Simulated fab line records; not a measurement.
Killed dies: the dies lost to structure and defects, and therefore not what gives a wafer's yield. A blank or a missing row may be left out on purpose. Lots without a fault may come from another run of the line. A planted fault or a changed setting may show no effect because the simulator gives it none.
fab line records ; flow n5_finfet ; part 2 of 2: steps 5 to 6 of 6
[record] lots = 23; wafers = 69; last_day = 17
route steps=1938 shown DUMMY_GATE@241 SPACER0@259 SD_EPI_N@275 SD_EPI_P@305 SDB@360 HKMG_FIN@386
lots that met no fault: from a run of the same line without faults
start_h: start of the lot's first displayed wafer, in hours after the record's first day ; wait_h: hours since the lot's step before ; " as in the row above ; L1.1+2: a single row standing in for several wafers ; - no value present, or no start provided ; * or withheld: withheld ; < > ~ a bound
route shown NAME@n: NAME is a module with steps in the file, n the number in the route of the first one ; usual: mean/standard deviation taken from wafers without a fault ; same: alike in all rows ; chamber/n: place in a boat ; sites: readings site by site ; _std_site: standard deviation across them ; _edge_site: inner sites' mean taken away from outer sites' mean ; radius_mm: how far each site lies from the wafer's centre ; mask NAME#n: copy n ; behind: tool/chamber where the wafer was last shaped ; hold: what put the lot on hold/how long, in hours/how the hold closed ; device: the transistor (n, p or np) that didn't switch ; end of line: the same wafers' tests at the end of the route ; a step without rows: its recipe alone ; killed: the dies lost at the first sort to structure and to defects; this is not the yield of the wafer ; map: a wafer's dies, x killed, . not, _ none there
set.NAME: the run value of the setting; set.NAME@STEP: its run value at that earlier step ; model.NAME: the simulator's own value behind a step, which no gauge read
the route's steps for a sample of lots (tables are steps, rows are wafers)
services: from which hour (start_h, from the record's first day; less than 0 if before it) a tool's chamber was out of use, for how many hours, and why
[[steps]]
[step N5_SDB_ETCH_17]
[recipe] chemistry = CF4; target = SiARC; target_depth_a = 234; mask_material = CAR-ArF; time_s = 39; ion_energy_ev = 80; pressure_mtorr = 40; source_w = 545; bias_w = 36; Ar_flow_sccm = 100; cf4_flow_sccm = 100; ends = cleared
[usual] cf4_flow_sccm = 100.0/0.34; drypump_motor_current_A = 5.9/0.43; etch_rf_on_time_s = 39.0/0.45; oes_product_au = 0.68/0.078; rf_vpp_V = 184.2/1.3; showerhead_plenum_p_Torr = 2.15/0.078; throttle_valve_pct = 15.48/0.22
lot.wafer;tool;chamber;start_h;wait_h;cf4_flow_sccm;drypump_motor_current_A;etch_rf_on_time_s;oes_product_au;rf_hours_counter_h;rf_vpp_V;showerhead_plenum_p_Torr;throttle_valve_pct
L074.2;rie_diel-06;1;71.66;0.0;100.0;6.4;39.3;0.78;26;186.0;2.27;15.42
L074.3;rie_diel-06;2;71.66;0.0;100.3;5.6;38.6;0.69;113;183.3;2.07;15.57
L074.4;rie_diel-06;1;71.66;0.0;99.7;6.5;38.9;0.79;-;185.2;2.27;15.43
L075.1;rie_diel-06;3;72.85;0.0;100.2;6.6;38.9;0.61;190;183.6;2.04;15.30
L075.4;rie_diel-06;1;72.85;0.0;99.8;6.5;39.1;0.78;-;185.8;2.27;15.42
L075.5;rie_diel-06;2;72.85;0.0;99.9;5.6;39.3;0.68;-;182.7;2.07;15.57
L076.3;rie_diel-06;3;79.24;0.0;100.4;6.6;39.2;0.61;192;184.6;2.04;15.29
L076.5;rie_diel-06;3;79.24;0.0;100.2;6.6;39.0;0.61;-;182.5;2.04;15.29
L076.6;rie_diel-06;2;79.24;0.0;99.8;5.6;39.2;0.69;-;185.1;2.07;15.57
L077.2;rie_diel-06;2;83.51;0.0;100.2;5.7;39.1;0.67;118;184.6;2.07;15.57
L077.3;rie_diel-06;1;83.51;0.0;100.2;6.5;39.6;0.78;30;185.2;2.27;15.43
L077.4;rie_diel-06;1;83.51;0.0;100.8;6.5;39.3;0.78;-;186.1;2.27;15.42
L079.1;rie_diel-05;1;97.70;0.0;100.3;5.6;38.7;0.66;104;186.1;2.25;15.39
L079.4;rie_diel-05;0;97.70;0.0;100.1;5.1;39.6;0.60;245;181.5;2.03;15.98
L079.6;rie_diel-05;1;97.70;0.0;99.6;5.7;38.8;0.66;-;183.7;2.25;15.38
L080.3;rie_diel-04;1;102.69;0.0;100.1;6.0;38.1;0.77;33;184.8;2.19;15.17
L080.4;rie_diel-04;0;102.69;0.0;99.8;5.4;38.8;0.78;21;183.7;2.19;15.44
L080.5;rie_diel-04;3;102.69;0.0;100.2;5.6;39.1;0.60;-;185.1;2.20;15.66
L081.3;rie_diel-05;0;110.10;0.0;100.2;5.1;39.8;0.59;250;182.2;2.02;15.99
L081.5;rie_diel-05;0;110.10;0.0;100.3;5.1;39.7;0.59;-;182.8;2.02;15.99
L081.6;rie_diel-05;1;110.10;0.0;100.2;5.6;38.7;0.66;-;184.9;2.24;15.38
L082.1;rie_diel-05;1;113.94;0.0;100.0;5.6;38.3;0.66;110;184.3;2.24;15.37
L082.4;rie_diel-05;3;113.94;0.0;100.1;5.9;39.4;0.59;-;184.5;2.12;15.76
L082.6;rie_diel-05;1;113.94;0.0;100.3;5.6;38.5;0.66;-;185.2;2.24;15.40
L083.1;rie_diel-06;3;120.32;0.0;99.7;6.6;39.1;0.59;212;183.4;2.03;15.34
L083.4;rie_diel-06;2;120.32;0.0;99.6;5.6;39.0;0.67;-;183.4;2.06;15.61
L083.5;rie_diel-06;3;120.32;0.0;99.6;6.6;38.9;0.59;-;182.1;2.03;15.34
L084.1;rie_diel-05;3;126.43;0.0;100.4;5.9;39.8;0.57;221;183.6;2.12;15.76
L084.2;rie_diel-05;1;126.43;0.0;100.3;5.6;38.6;0.65;116;186.5;2.24;15.39
L084.6;rie_diel-05;2;126.43;0.0;100.2;5.8;38.8;0.82;-;184.4;2.19;14.97
L085.3;rie_diel-04;0;131.62;0.0;99.9;5.4;39.7;0.76;33;185.1;2.18;15.46
L085.5;rie_diel-04;3;131.62;0.0;100.1;5.6;39.3;0.58;-;184.2;2.19;15.68
L085.6;rie_diel-04;0;131.62;0.0;99.2;5.4;39.4;0.76;-;184.1;2.18;15.46
L086.1;rie_diel-05;2;142.35;0.0;100.1;5.8;38.6;0.81;9;184.6;2.19;14.98
L086.5;rie_diel-05;3;142.35;0.0;99.5;5.9;39.8;0.57;-;183.5;2.11;15.78
L086.6;rie_diel-05;0;142.35;0.0;99.8;5.1;38.9;0.81;-;186.8;2.28;15.47
L087.1;rie_diel-04;1;144.87;0.0;99.8;6.0;38.0;0.75;46;184.1;2.18;15.19
L087.2;rie_diel-04;0;144.87;0.0;99.6;5.4;39.2;0.75;39;183.6;2.18;15.47
L087.3;rie_diel-04;2;144.87;0.0;99.9;5.9;38.5;0.71;80;184.2;2.16;15.71
L088.2;rie_diel-06;3;153.80;0.0;100.1;6.6;39.0;0.58;224;183.2;2.03;15.36
L088.5;rie_diel-06;0;153.80;0.0;100.4;5.9;39.2;0.63;-;184.0;2.14;15.45
L088.6;rie_diel-06;3;153.80;0.0;99.7;6.6;39.0;0.59;-;182.9;2.03;15.36
L089.1;rie_diel-06;2;156.07;0.0;100.1;5.6;38.4;0.66;148;183.3;2.06;15.63
L089.4;rie_diel-06;1;156.07;0.0;100.5;6.5;39.0;0.74;61;185.2;2.26;15.50
L089.6;rie_diel-06;0;156.07;0.0;99.5;5.9;39.1;0.63;-;183.8;2.14;15.44
L090.2;rie_diel-06;2;160.74;0.0;99.9;5.6;38.4;0.67;149;182.9;2.06;15.65
L090.3;rie_diel-06;3;160.74;0.0;99.4;6.6;39.1;0.59;227;182.1;2.03;15.36
L090.6;rie_diel-06;2;160.74;0.0;99.9;5.6;39.0;0.65;-;182.2;2.06;15.64
L091.1;rie_diel-05;2;168.34;0.0;99.8;5.7;38.9;0.78;19;184.0;2.18;15.01
L091.2;rie_diel-05;3;168.34;0.0;100.2;5.9;40.1;0.56;239;183.8;2.11;15.80
L091.3;rie_diel-05;1;168.34;0.0;100.2;5.7;39.4;0.63;134;185.5;2.24;15.43
L092.2;rie_diel-04;2;178.10;0.0;100.3;5.9;38.7;0.70;91;185.5;2.16;15.72
L092.4;rie_diel-04;0;178.10;0.0;99.9;5.4;39.4;0.74;50;185.2;2.18;15.50
L092.5;rie_diel-04;1;178.10;0.0;100.6;6.0;38.6;0.74;-;184.2;2.18;15.20
L093.1;rie_diel-06;3;183.32;0.0;99.6;6.6;39.4;0.58;236;181.0;2.03;15.38
L093.5;rie_diel-06;3;183.32;0.0;99.6;6.6;39.4;0.58;-;182.0;2.03;15.39
L093.6;rie_diel-06;2;183.32;0.0;100.1;5.6;39.0;0.65;-;183.1;2.06;15.64
L094.1;rie_diel-04;0;188.89;0.0;99.7;5.4;39.6;0.74;54;184.3;2.18;15.50
L094.3;rie_diel-04;2;188.89;0.0;99.7;5.9;38.6;0.69;95;185.7;2.16;15.74
L094.4;rie_diel-04;3;188.89;0.0;99.7;5.6;37.9;0.81;10;184.6;2.19;15.21
L095.2;rie_diel-04;1;191.44;0.0;100.0;6.0;39.2;0.72;62;184.6;2.18;15.22
L095.4;rie_diel-04;3;191.44;0.0;100.2;5.6;38.5;0.80;-;185.3;2.19;15.20
L095.5;rie_diel-04;1;191.44;0.0;100.0;6.0;39.0;0.72;-;184.6;2.18;15.21
L096.1;rie_diel-04;0;203.04;0.0;99.7;5.4;39.2;0.72;55;185.2;2.18;15.51
L096.3;rie_diel-04;2;203.04;0.0;100.2;5.9;38.6;0.68;101;184.5;2.16;15.75
L096.6;rie_diel-04;0;203.04;0.0;99.8;5.4;39.3;0.73;-;184.1;2.18;15.51
L097.3;rie_diel-05;1;203.85;0.0;100.1;5.6;38.6;0.63;144;184.8;2.23;15.45
L097.4;rie_diel-05;2;203.85;0.0;99.7;5.8;38.4;0.77;29;185.5;2.18;15.03
L097.6;rie_diel-05;3;203.85;0.0;100.1;5.9;39.4;0.56;-;184.7;2.11;15.83
[step N5_HKMG_FIN_HK_ALD_01]
[recipe] material = HfO2; target_thk_a = 16; temp_c = withheld; ald_precursor_family = HfCl4; ald_co_reactant = H2O; pulse_time_s = 3; purge_time_s = 3; co_reactant_purge_time_s = 2.5; co_reactant_pulse_time_s = 0.3; ald_cycles = 30
[usual] precursor_pulse_height_rel = 1.002/0.021
lot.wafer;tool;chamber;start_h;wait_h;precursor_pulse_height_rel
L074.2;ald_hk-02;0;76.06;0.0;0.993
L074.3;ald_hk-02;1;76.06;0.0;1.022
L074.4;ald_hk-02;3;76.06;0.0;0.987
L075.1;ald_hk-02;0;78.01;0.0;0.984
L075.4;ald_hk-02;3;78.01;0.0;1.003
L075.5;ald_hk-02;0;78.01;0.0;1.011
L076.3;ald_hk-01;3;84.20;0.0;0.970
L076.5;ald_hk-01;1;84.20;0.0;1.014
L076.6;ald_hk-01;0;84.20;0.0;1.015
L077.2;ald_hk-03;3;88.44;0.0;0.998
L077.3;ald_hk-03;2;88.44;0.0;1.005
L077.4;ald_hk-03;0;88.44;0.0;0.998
L079.1;ald_hk-03;3;102.10;0.0;0.999
L079.4;ald_hk-03;1;102.10;0.0;1.019
L079.6;ald_hk-03;0;102.10;0.0;1.000
L080.3;ald_hk-01;0;107.14;0.0;1.004
L080.4;ald_hk-01;1;107.14;0.0;1.001
L080.5;ald_hk-01;3;107.14;0.0;1.014
L081.3;ald_hk-03;2;114.69;0.0;1.003
L081.5;ald_hk-03;1;114.69;0.0;1.005
L081.6;ald_hk-03;0;114.69;0.0;0.987
L082.1;ald_hk-03;2;118.54;0.0;0.980
L082.4;ald_hk-03;1;118.54;0.0;1.015
L082.6;ald_hk-03;1;118.54;0.0;0.974
L083.1;ald_hk-01;2;124.96;0.0;1.036
L083.4;ald_hk-01;1;124.96;0.0;0.990
L083.5;ald_hk-01;3;124.96;0.0;1.019
L084.1;ald_hk-01;3;131.93;0.0;1.004
L084.2;ald_hk-01;1;131.93;0.0;0.975
L084.6;ald_hk-01;1;131.93;0.0;0.990
L085.3;ald_hk-03;3;136.29;0.0;1.021
L085.5;ald_hk-03;3;136.29;0.0;1.014
L085.6;ald_hk-03;2;136.29;0.0;1.026
L086.1;ald_hk-03;2;147.64;0.0;1.022
L086.5;ald_hk-03;1;147.64;0.0;0.986
L086.6;ald_hk-03;0;147.64;0.0;0.994
L087.1;ald_hk-03;1;149.93;0.0;1.001
L087.2;ald_hk-03;0;149.93;0.0;0.980
L087.3;ald_hk-03;2;149.93;0.0;0.984
L088.2;ald_hk-03;0;158.24;0.0;0.983
L088.5;ald_hk-03;2;158.24;0.0;1.015
L088.6;ald_hk-03;1;158.24;0.0;0.956
L089.1;ald_hk-03;0;160.47;0.0;1.006
L089.4;ald_hk-03;1;160.47;0.0;1.046
L089.6;ald_hk-03;1;160.47;0.0;1.008
L090.2;ald_hk-03;3;165.61;0.0;1.013
L090.3;ald_hk-03;1;165.61;0.0;1.008
L090.6;ald_hk-03;0;165.61;0.0;1.037
L091.1;ald_hk-01;2;172.82;0.0;0.968
L091.2;ald_hk-01;0;172.82;0.0;1.011
L091.3;ald_hk-01;1;172.82;0.0;0.997
L092.2;ald_hk-02;1;182.62;0.0;1.031
L092.4;ald_hk-02;3;182.62;0.0;0.978
L092.5;ald_hk-02;0;182.62;0.0;0.985
L093.1;ald_hk-03;3;188.74;0.0;1.035
L093.5;ald_hk-03;0;188.74;0.0;1.000
L093.6;ald_hk-03;1;188.74;0.0;1.022
L094.1;ald_hk-03;0;193.29;0.0;1.019
L094.3;ald_hk-03;3;193.29;0.0;0.981
L094.4;ald_hk-03;2;193.29;0.0;0.993
L095.2;ald_hk-03;0;196.14;0.0;1.007
L095.4;ald_hk-03;2;196.14;0.0;0.935
L095.5;ald_hk-03;2;196.14;0.0;0.982
L096.1;ald_hk-03;2;208.19;0.0;1.025
L096.3;ald_hk-03;3;208.19;0.0;1.005
L096.6;ald_hk-03;0;208.19;0.0;1.006
L097.3;ald_hk-01;0;208.37;0.0;0.995
L097.4;ald_hk-01;1;208.37;0.0;1.022
L097.6;ald_hk-01;2;208.37;0.0;1.014
[[services]]
tool;chamber;start_h;hours;kind
ald_sin-02;3;71.18;6.8;repair
rie_diel-03;2;73.19;12.5;repair
ald_sin-03;-;85.66;14.0;pm
ald_sin-01;3;88.34;2.6;repair
rie_diel-02;3;88.48;5.4;repair
rie_diel-04;1;104.02;9.3;repair
rie_diel-05;2;104.20;-;clean
rie_diel-05;2;104.20;-;consumable_replace:focus_ring
rie_diel-05;2;104.20;12.5;scheduled_down
rie_diel-05;2;104.20;12.5;vent_cycle
ald_hk-03;-;107.76;2.8;pm
rie_diel-05;2;132.80;6.0;repair
rie_diel-01;3;135.89;14.2;repair
rie_diel-04;3;137.04;-;clean
rie_diel-04;3;137.04;-;consumable_replace:focus_ring
rie_diel-04;3;137.04;17.2;scheduled_down
rie_diel-04;3;137.04;17.2;vent_cycle
rie_diel-02;0;141.71;3.3;repair
rie_diel-03;3;151.46;4.3;repair
ald_sin-02;-;151.52;6.0;pm
rie_diel-03;2;170.31;8.0;repair
ald_sin-02;-;177.52;14.0;pm
ald_hk-01;-;193.06;2.6;repair
ald_sin-01;2;201.46;2.2;repair
